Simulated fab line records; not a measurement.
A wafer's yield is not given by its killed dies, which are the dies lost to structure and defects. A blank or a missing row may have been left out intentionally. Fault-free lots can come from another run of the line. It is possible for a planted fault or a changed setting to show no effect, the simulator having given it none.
Split-lot experiment    flow n5-finfet    21 wafers read across 7 lots, on a route 1938 steps long

ABOUT THE SPLIT
At N5_MOL_CONTACT_COAG_COAT_77 (time 60 s, resist thk 10 nm), the setting spin-rpm was moved away from the recipe's 1500 rpm on 7 of the 21 wafers read, by -8.0% to +8.2%. For the rest of the wafers, this setting stayed at what the recipe calls for.

FROM THE SPLIT TO THE READING: what the file shows between them, 6 steps
- N5_MOL_CONTACT_COAG_COAT_78: resist thk 40 nm
- N5_MOL_CONTACT_COAG_EBR_80
- N5_MOL_CONTACT_COAG_DESCUM_88: chemistry O2, time 7 s
- N5_MOL_CONTACT_COAG_ETCH_89: etches underlayer in N2/H2, target depth 13 nm, time 10.4 s
- N5_MOL_CONTACT_COAG_ETCH_90: etches SiARC in CF4, target depth 13 nm, time 21.7 s
- N5_MOL_CONTACT_COAG_ALD_131: deposits SiO2, target thk 5 nm, pulse time 1 s, co reactant pulse time 1 s

THE READING
CAR-EUV_of_MOL_CONTACT_COAG_COAT_78.thk-nm (the simulator's own value, which no gauge read), in nm, at N5_MOL_CONTACT_COAG_ETCHBACK_132 (etches SiO2 in CHF3, target depth 10 nm, time 6.7 s). The file does not state a usual value for it. Here, 14 wafers ran the recipe; their average is 15.6 nm with a standard deviation of 0.1 nm.

wafer   tool, chamber at the split  spin-rpm as run, rpm  against the recipe  CAR-EUV_of_MOL_CONTACT_COAG_COAT_78.thk-nm, nm  against lot-mates on the recipe
L078.1  litho-track-02, 0           1623                  +8.2%               16                                              +0.4
L078.3  litho-track-02, 0           1500                  recipe              15.6                                            -
L078.6  litho-track-02, 0           1500                  recipe              15.6                                            -
L079.1  litho-track-02, 0           1500                  recipe              15.4                                            -
L079.3  litho-track-02, 0           1615                  +7.7%               15.8                                            +0.4
L079.6  litho-track-02, 0           1615                  +7.7%               15.8                                            +0.4
L081.3  litho-track-05, 0           1380                  -8.0%               15.2                                            -0.4
L081.5  litho-track-05, 0           1380                  -8.0%               15.2                                            -0.4
L081.6  litho-track-05, 0           1500                  recipe              15.6                                            -
L088.1  litho-track-04, 0           1500                  recipe              15.4                                            -
L088.3  litho-track-04, 0           1500                  recipe              15.6                                            -
L088.4  litho-track-04, 0           1500                  recipe              15.6                                            -
L090.2  litho-track-04, 0           1553                  +3.5%               15.6                                            +0.2
L090.4  litho-track-04, 0           1553                  +3.5%               15.6                                            +0.2
L090.5  litho-track-04, 0           1500                  recipe              15.4                                            -
L092.1  litho-track-04, 0           1500                  recipe              15.6                                            -
L092.5  litho-track-04, 0           1500                  recipe              15.6                                            -
L092.3  litho-track-04, 0           1500                  recipe              15.8                                            -
L095.1  litho-track-05, 0           1500                  recipe              15.6                                            -
L095.3  litho-track-05, 0           1500                  recipe              15.6                                            -
L095.6  litho-track-05, 0           1500                  recipe              15.6                                            -

FIT RESULTS
A straight line over all 21 wafers: CAR-EUV_of_MOL_CONTACT_COAG_COAT_78.thk-nm changes by +0.0398 nm for each +1% of spin-rpm; r = +0.85; the points scatter about the line by 0.1 nm.
The same after taking each lot's own level away (the mean of its wafers on the recipe; 21 wafers): +0.0509 nm for each +1%; r = +0.97; scatter 0.054 nm.
On that fit, the largest move of spin-rpm shifts the reading by 0.42 nm.
Measured against the standard deviation above, the lots' own levels, which go from 15.40 to 15.67 nm, span 2.6 times it.
So the lot-to-lot level changes the slope: the two fits differ.
Check: for one of the wafers moved furthest among these (+8.2%), held out of the fit, the line's prediction against its lot-mates is +0.426 nm. It came out at +0.4 nm against them.

ADDITIONAL SPLITS CARRIED BY THESE WAFERS
Other splits were also applied to these wafers ahead of the reading. Each is held against what the fit with the lots' levels taken away leaves over:
other split on the same wafers        wafers away from the commonest value  r with CAR-EUV_of_MOL_CONTACT_COAG_COAT_78.thk-nm (lot level and that fit taken away)
N5_SDB_COAT_03 spin-rpm               4                                     -0.24
N5_HKMG_FIN_EXPOSE_46 dose-mj         11                                    +0.15
N5_HKMG_FIN_ETCH_54 source-w          9                                     +0.17
N5_GATE_CUT_ETCH_56 bias-w            7                                     -0.14
N5_MOL_CONTACT_COAG_COAT_02 spin-rpm  4                                     +0.00

THE WHOLE CHAIN: every reading that the file lists as answering this split, in the file's order
step                              what it does                                                 reading                                                                                         change (the file's fit)                 r (the file's)
N5_MOL_CONTACT_COAG_COAT_77       time 60 s, resist thk 10 nm                                  underlayer_of_MOL_CONTACT_COAG_COAT_77.thk-nm (the simulator's own value, which no gauge read)  -0.0506 nm for each +1% of the setting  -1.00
N5_MOL_CONTACT_COAG_ETCH_89       etches underlayer in N2/H2, target depth 13 nm, time 10.4 s  CAR-EUV_of_MOL_CONTACT_COAG_COAT_78.thk-nm (the simulator's own value, which no gauge read)     +0.0427 nm for each +1% of the setting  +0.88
N5_MOL_CONTACT_COAG_ETCH_89       etches underlayer in N2/H2, target depth 13 nm, time 10.4 s  etch.depth-nm (the simulator's own value, which no gauge read)                                  -0.0496 nm for each +1% of the setting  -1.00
N5_MOL_CONTACT_COAG_ETCHBACK_132  etches SiO2 in CHF3, target depth 10 nm, time 6.7 s          CAR-EUV_of_MOL_CONTACT_COAG_COAT_78.thk-nm (the simulator's own value, which no gauge read)     +0.0506 nm for each +1% of the setting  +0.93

THE FILE'S OWN FIT
CAR-EUV_of_MOL_CONTACT_COAG_COAT_78.thk-nm changes by +0.0506 nm for each +1% of spin-rpm, r = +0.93.
